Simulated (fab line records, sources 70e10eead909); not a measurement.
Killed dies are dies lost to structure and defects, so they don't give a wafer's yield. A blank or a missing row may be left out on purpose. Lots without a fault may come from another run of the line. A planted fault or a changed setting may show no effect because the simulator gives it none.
Chamber matching | flow nand_harc | NHARC_P_M2_ETCH_35 on rie_diel-11: 4 sister chambers
The step etches the open film in N2/H2, target depth 40 nm, overetch 12 nm, time 43.94 s. 14 wafers are shown with their chamber, then 7 later ones without.

WAFERS WITH THEIR CHAMBER
wafer  | chamber | showerhead_plenum_p_Torr (Torr) | drypump_motor_current_A (A) | rf_vpp_V (V)
L082.2 | 0       | 2.11                            | 5.1                         | 432.6
L082.4 | 2       | 2.06                            | 6.3                         | 432.5
L082.6 | 3       | 2.21                            | 6.2                         | 434.8
L084.3 | 0       | 2.11                            | 5.1                         | 432.0
L084.5 | 0       | 2.11                            | 5.1                         | 432.0
L084.6 | 3       | 2.21                            | 6.3                         | 435.8
L086.1 | 3       | 2.20                            | 6.3                         | 435.1
L086.5 | 0       | 2.11                            | 5.1                         | 432.5
L086.6 | 3       | 2.20                            | 6.3                         | 434.8
L088.4 | 3       | 2.20                            | 6.3                         | 436.2
L088.5 | 3       | 2.20                            | 6.3                         | 435.1
L088.6 | 0       | 2.11                            | 5.1                         | 433.4
L089.3 | 1       | 1.96                            | 5.5                         | 429.6
L089.5 | 0       | 2.11                            | 5.1                         | 433.0

SIGNATURES (means of the wafers above)
reading                  | chamber 0 | chamber 1 | chamber 2 | chamber 3 | scatter within a chamber
showerhead_plenum_p_Torr | 2.1100    | 1.9600    | 2.0600    | 2.2033    | 0.00365
drypump_motor_current_A  | 5.100     | 5.500     | 6.300     | 6.283     | 0.0289
rf_vpp_V                 | 432.583   | 429.600   | 432.500   | 435.300   | 0.563
Rule: a wafer's distance from a chamber is the root of the sum, over the readings, of the square of ((its reading less the chamber's mean) divided by the reading's scatter). The wafer belongs to the nearest chamber; if the next one is less than 2 further off, it can't be placed. The scatter: the root of (the sum of the squares of (reading less its chamber's mean) over the shown wafers, divided by (wafers less chambers)).

WAFERS WITHOUT THEIR CHAMBER
wafer  | showerhead_plenum_p_Torr (Torr) | drypump_motor_current_A (A) | rf_vpp_V (V)
L089.6 | 1.96                            | 5.5                         | 428.6
L091.3 | 2.11                            | 5.1                         | 434.0
L091.5 | 1.96                            | 5.5                         | 427.9
L091.6 | 2.11                            | 5.1                         | 433.7
L093.1 | 2.20                            | 6.3                         | 435.6
L093.3 | 1.96                            | 5.4                         | 429.9
L093.6 | 1.96                            | 5.4                         | 429.7

WHICH CHAMBER EACH WENT THROUGH
wafer  | from the rows above | in truth
L089.6 | 1                   | 1
L091.3 | 0                   | 0
L091.5 | 1                   | 1
L091.6 | 0                   | 0
L093.1 | 3                   | 3
L093.3 | 1                   | 1
L093.6 | 1                   | 1
Placed correctly: 7 of 7. Can't be placed from these rows: 0. Placed wrongly: 0.
